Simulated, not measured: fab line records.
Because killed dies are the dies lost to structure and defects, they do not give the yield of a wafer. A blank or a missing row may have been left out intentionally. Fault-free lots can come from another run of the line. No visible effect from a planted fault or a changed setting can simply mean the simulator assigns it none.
Problem report, 8D (eight disciplines) form, completed by code ; flow n5-finfet ; the parts of the form that need people (team, actions taken, sign-off) are left out

## 1. WHAT WENT WRONG
Mean of etch-rf-on-time-s at N5_PASSIVATION_VIA_ETCH_13: 289 s across 2 wafers in 2 lots; on wafers with no fault it is 236 s (standard deviation 4.1). Relative to the usual mean, that is a shift of +13 standard deviations.
The step: etches SiO2 in CHF3/O2, target depth 660 nm, time 330 s.
First observed at day 14 18:19: wafer L853.5, on rie-diel-03. At this step, 29 wafers from 11 lots have a number in the record. Rule for "out" (also "out of limits"): further than 4 standard deviations from the usual mean. All remaining wafers that have a number are taken as sound.

## 2. WHAT THIS IS AND IS NOT
question;is;is not
which readings at this step;etch-rf-on-time-s;drypump-motor-current-A, oes-product-au, rf-vpp-V, showerhead-plenum-p-Torr, throttle-valve-pct
which lots;L853, L857;L845, L846, L848, L849, L852, L855, L856, L864, L865
which wafers of those lots;L853.5, L857.6;L853.2, L853.6
read on which tools;rie-diel-03;rie-diel-01, rie-diel-02
when;from day 14 18:19;"up to then (17 sound wafers); but 10 sound wafers of L855, L856, L864, L865 came after"

## 3. SUSPECTS, AND WHAT RULES EACH OUT
Counting: if a tool at a process step up to the reading ran every lot that is out, it stays a suspect. Sound lots after the first of them don't rule it out here, since some wafers of a struck lot are sound.
- pecvd-03 at N5_PASSIVATION_PECVD_55 (deposits SiO2 from SiH4/N2O, target thk 400 nm, time 22.5 s): kept. Ran every lot that is out, first one L853 (day 14 17:17); last sound lot up to then L852 (day 14 03:45).
- rie-diel-03 at N5_PASSIVATION_VIA_ETCH_13 (etches SiO2 in CHF3/O2, target depth 660 nm, time 330 s): kept. Ran every lot that is out, first one L853 (day 14 18:19); last sound lot up to then L846 (day 13 21:40). Its own readings are out on those wafers: etch-rf-on-time-s.
- The sound lot-mates ran in chamber 2 of pecvd-03 at N5_PASSIVATION_PECVD_55, but the wafers that are out ran in chamber 0.
After counting, pecvd-03 at N5_PASSIVATION_PECVD_55 and rie-diel-03 at N5_PASSIVATION_VIA_ETCH_13 remain.

## 4. THE CAUSE (what the simulator had put in)
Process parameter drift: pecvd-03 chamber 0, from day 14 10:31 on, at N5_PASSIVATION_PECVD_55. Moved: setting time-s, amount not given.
This tool is one of the 2 suspects left after counting.

## 5. THE CHAIN OF EFFECTS, in route order
Each row: a reading whose mean over the struck wafers that have a number lies more than 3 standard deviations from the usual. Only readings for which the record gives a usual standard deviation are gone through. hours: the time from each lot's start at the first step in this table that gives one to its start at this step, as a median over the lots. sigmas: the change in usual standard deviations.
hours;step;reading;usual;on struck wafers;change;sigmas
0;N5_PASSIVATION_VIA_ETCH_13;etch-rf-on-time-s;236 s;289;+53;+13
Process steps it contains:
- N5_PASSIVATION_VIA_ETCH_13: etches SiO2 in CHF3/O2, target depth 660 nm, time 330 s.

## 6. HOW IT WOULD HAVE BEEN CAUGHT EARLIER
In this record no reading fell out of limits until day 14 18:19, 8 hours after the fault had begun at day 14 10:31.
An alarm limit of 4 standard deviations would not have fired on the tool readings at N5_PASSIVATION_PECVD_55 for which the record gives a usual standard deviation, since none of them was out on any struck wafer.
Lots out: 2; of these, L857 started N5_PASSIVATION_PECVD_55 on pecvd-03 after day 14 18:19. Holding the tool at that time would have saved it.
